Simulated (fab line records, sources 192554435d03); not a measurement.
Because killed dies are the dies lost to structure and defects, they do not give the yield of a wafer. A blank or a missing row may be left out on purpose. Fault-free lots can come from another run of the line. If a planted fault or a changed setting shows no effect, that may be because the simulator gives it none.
8D (eight disciplines) problem report, filled in by code + flow n5-finfet + the parts of the form that need people (team, actions taken, sign-off) are left out

## 1. PROBLEM STATEMENT
At N5_BEOL_M9_VIA_ETCH_34, rf-fwd-power-W averages 258.7 W over 6 wafers from 2 lots, while fault-free wafers read 342.2 W, standard deviation 1.2. That puts it -70 standard deviations away from the usual mean.
The step: etches SiCOH lowk in C4F6/O2, target depth 182.4 nm, time 68.4 s.
Earliest sighting: wafer L188.4 on rie-diel-05 at day 13 13:56. The record holds 18 wafers of 6 lots with a number at this step. The rule behind "out" and "out of limits": a value lying over 4 standard deviations away from the usual mean. The other wafers with a number count as sound.

## 2. WHAT IT IS, WHAT IT ISN'T
| question                    | is                       | is not                                                                                |
|-----------------------------|--------------------------|---------------------------------------------------------------------------------------|
| which readings at this step | rf-fwd-power-W, rf-vpp-V | drypump-motor-current-A, oes-product-au, showerhead-plenum-p-Torr, throttle-valve-pct |
| which lots                  | L188, L191               | L178, L183, L195, L199                                                                |
| which wafers of those lots  | all that have a number   | -                                                                                     |
| read on which tools         | rie-diel-05              | rie-diel-03, rie-diel-06                                                              |
| when                        | from day 13 13:56        | up to then (6 sound wafers); but 6 sound wafers of L195, L199 came after              |

## 3. SUSPECTS, AND WHAT RULES EACH OUT
Counting: any tool at a process step up to the reading is kept as a suspect provided that every lot that is out went through it and no sound lot did after the first of them.
- rie-diel-05 at N5_BEOL_M9_DESCUM_33 (chemistry O2, time 7 s): kept. All lots that are out passed through it, beginning with L188 at day 13 13:46, and no sound lot followed; its final sound lot before that point was L183 at day 11 18:58.
- rie-diel-05 at N5_BEOL_M9_ETCH_76 (etches underlayer in N2/H2, target depth 6.5 nm, time 5.2 s): kept. All lots that are out passed through it, beginning with L188 at day 13 13:48, and no sound lot followed; its final sound lot before that point was L183 at day 11 19:00.
- rie-diel-05 at N5_BEOL_M9_ETCH_65 (etches SiARC in CF4, target depth 15.6 nm, time 26 s): kept. All lots that are out passed through it, beginning with L188 at day 13 13:49, and no sound lot followed; its final sound lot before that point was L183 at day 11 19:01.
- rie-diel-05 at N5_BEOL_M9_ETCH_66 (etches SOC in N2/H2, target depth 80 nm, overetch 16 nm, time 120 s): kept. All lots that are out passed through it, beginning with L188 at day 13 13:50, and no sound lot followed; its final sound lot before that point was L183 at day 11 19:02.
- rie-diel-05 at N5_BEOL_M9_VIA_ETCH_34 (etches SiCOH lowk in C4F6/O2, target depth 182.4 nm, time 68.4 s): kept. All lots that are out passed through it, beginning with L188 at day 13 13:56, and no sound lot followed; its final sound lot before that point was L183 at day 11 19:08. Its own readings are out on those wafers: rf-fwd-power-W, rf-vpp-V.
Left after counting: rie-diel-05 at N5_BEOL_M9_DESCUM_33, rie-diel-05 at N5_BEOL_M9_ETCH_76, rie-diel-05 at N5_BEOL_M9_ETCH_65, rie-diel-05 at N5_BEOL_M9_ETCH_66, rie-diel-05 at N5_BEOL_M9_VIA_ETCH_34.

## 4. THE CAUSE (what the simulator had put in)
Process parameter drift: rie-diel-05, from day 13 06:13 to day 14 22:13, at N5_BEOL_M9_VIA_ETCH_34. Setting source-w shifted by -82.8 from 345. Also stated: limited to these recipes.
5 suspects survive the count, and this tool is in that group.

## 5. THE CHAIN OF EFFECTS, in route order
One row per reading whose mean, taken over the struck wafers that have a number, lies over 3 standard deviations from the usual. Readings are gone through only where the record gives a usual standard deviation; hours: the median, over the lots, of the time from a lot's start at the first step in this table giving one to that lot's start at this step; sigmas: the change measured in usual standard deviations.
| hours | step                   | reading        | usual   | on struck wafers | change | sigmas |
|-------|------------------------|----------------|---------|------------------|--------|--------|
| 0     | N5_BEOL_M9_VIA_ETCH_34 | rf-fwd-power-W | 342.2 W | 258.7            | -83.5  | -70    |
| 0     | N5_BEOL_M9_VIA_ETCH_34 | rf-vpp-V       | 667 V   | 777              | +110   | +11    |
It contains these process steps:
- N5_BEOL_M9_VIA_ETCH_34: etches SiCOH lowk in C4F6/O2, target depth 182.4 nm, time 68.4 s.

## 6. WHAT WOULD HAVE CAUGHT IT SOONER
In this record no reading fell out of limits until day 13 13:56, 8 hours after the fault had begun at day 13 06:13.
